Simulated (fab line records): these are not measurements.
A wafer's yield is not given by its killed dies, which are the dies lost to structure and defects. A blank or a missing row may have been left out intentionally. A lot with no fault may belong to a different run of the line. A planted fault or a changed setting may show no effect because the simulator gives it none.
Struck lot and sound lot, side by side / flow n5 finfet / 13 out of 1938 route steps
Sound: the wafers L744.2, L744.4, L744.6. Struck: wafer L756.1; the same lot's L756.4 was not struck, so it is left out; see the end for the cause.
For every step that has rows: the tool of each side, followed by ch and its chambers, followed by its first start. Under that, the readings that differ: sound wafers / struck wafers / difference of the means / sigmas: that difference in standard deviations of wafers without a fault.
alike: readings whose means differ by less than 2 such deviations, and words and numbers that are the same on both sides. not compared: withheld readings, readings that some wafer has no value for, bounds like >300 that may hide the same value, and numbers for which the record gives no deviation and whose values overlap.
The two part at a step that has a row with sigmas, a row that says differs or no value, or rows on one side only. Numbers that have no deviation but don't overlap get no sigmas and don't part them. A reading that every wafer of one side lacks parts them only if that side has two wafers or more.

first, 1 step without rows for these wafers: N5_HKMG_FIN_CMP_94 (polishes, stops on SiNx, t overpolish 4.7 s, target thk 43.299 nm).
N5_HKMG_FIN_INSPECT_28: inspects for defects (darkfield).
  sound: defect inspect-01 at day 5 22:44; struck: defect inspect-02 at day 8 18:04
  alike: raw defect count
N5_GATE_CUT_ETCHBACK_00: etches W in SF6/Cl2.
  sound on rie metal-01 ch 0,1, day 5 22:46; struck on rie metal-02 ch 0, day 8 18:06
  alike: drypump motor current A, mfc cl2 sccm, oes product au, throttle valve pct
  not compared: rf hours counter h
N5_GATE_CUT_ETCH_56: etches TiN in Cl2/Ar, target depth 21.6 nm.
  sound on rie metal-01 ch 0,1, day 5 22:53; struck on rie metal-02 ch 0, day 8 18:13
reading=mfc cl2 sccm (sccm); sound=39.91 39.78 40.04; struck=40.22; difference=+0.31; sigmas=+3
  alike: drypump motor current A, oes_ar_750_au, oes product au, throttle valve pct
  not compared: rf hours counter h
N5_GATE_CUT_ETCHBACK_30: etches TiN in Cl2/Ar, target depth 3 nm.
  sound on rie metal-01 ch 0,1, day 5 22:59; struck on rie metal-02 ch 0, day 8 18:19
  alike: drypump motor current A, mfc cl2 sccm, oes_ar_750_au, oes product au, throttle valve pct
  not compared: rf hours counter h
N5_GATE_CUT_VAPOR_ETCH_60: etches HfO2 in BCl3/Cl2.
  sound on rie metal-01 ch 0,1, day 5 23:01; struck on rie metal-02 ch 0, day 8 18:20
  alike: drypump motor current A, oes product au
N5_GATE_CUT_ETCH_58: etches SiNx in CH3F/O2, target depth 17 nm, time 128.6 s.
  sound on rie diel-03 ch 1,3, day 5 23:04; struck on rie diel-03 ch 3, day 8 18:26
reading=CH3F_flow_sccm (sccm); sound=29.92 30.04 29.89; struck=30.17; difference=+0.22; sigmas=+3
reading=oes product au (a.u.); sound=0.74 0.68 0.74; struck=0.97; difference=+0.25; sigmas=+3
  alike: drypump motor current A, rf vpp V, showerhead plenum p Torr, throttle valve pct
  not compared: rf hours counter h
then, 4 steps without rows for these wafers: N5_GATE_CUT_STRIP_59 (strips in N2/H2, time 20 s); N5_GATE_CUT_PRECLEAN_31 (cleans in DIW, time 300 s); N5_GATE_CUT_SRD_32 (time 30 s); N5_GATE_CUT_SAC_CAP_01 (material SiNx, target thk 24 nm, pulse time 1 s, ald cycles 480).
N5_GATE_CUT_PECVD_57: deposits SiNx from SiH4/NH3/N2, target thk 21 nm.
  sound on pecvd-04 ch 0,2, day 6 01:34; struck on pecvd-01 ch 2, day 8 20:56
reading=throttle valve pct (%); sound=36.9 37.4 36.8; struck=42.7; difference=+5.7; sigmas=+2
reading=model.SiNx_of_GATE_CUT_PECVD_57.thk nm (nm); sound=20.8 20.8 21.2; struck=32; difference=+11; sigmas=
  alike: heater power w, showerhead plenum p Torr
N5_GATE_CUT_CMP_02: polishes, stops on SiO2, t overpolish 12.7 s, target thk 0 nm.
  sound on cmp-02 ch 0,1,3, day 6 01:47; struck on cmp-04 ch 2, day 8 21:01
reading=time to endpoint s (s); sound=27.7 27.4 30.6; struck=37.2; difference=+8.6; sigmas=+4
  alike: motor current A

## WHERE THEY PART
Earliest at N5_GATE_CUT_ETCH_56; latest, in this record, at N5_GATE_CUT_CMP_02.

WHY: whatever the simulator had introduced
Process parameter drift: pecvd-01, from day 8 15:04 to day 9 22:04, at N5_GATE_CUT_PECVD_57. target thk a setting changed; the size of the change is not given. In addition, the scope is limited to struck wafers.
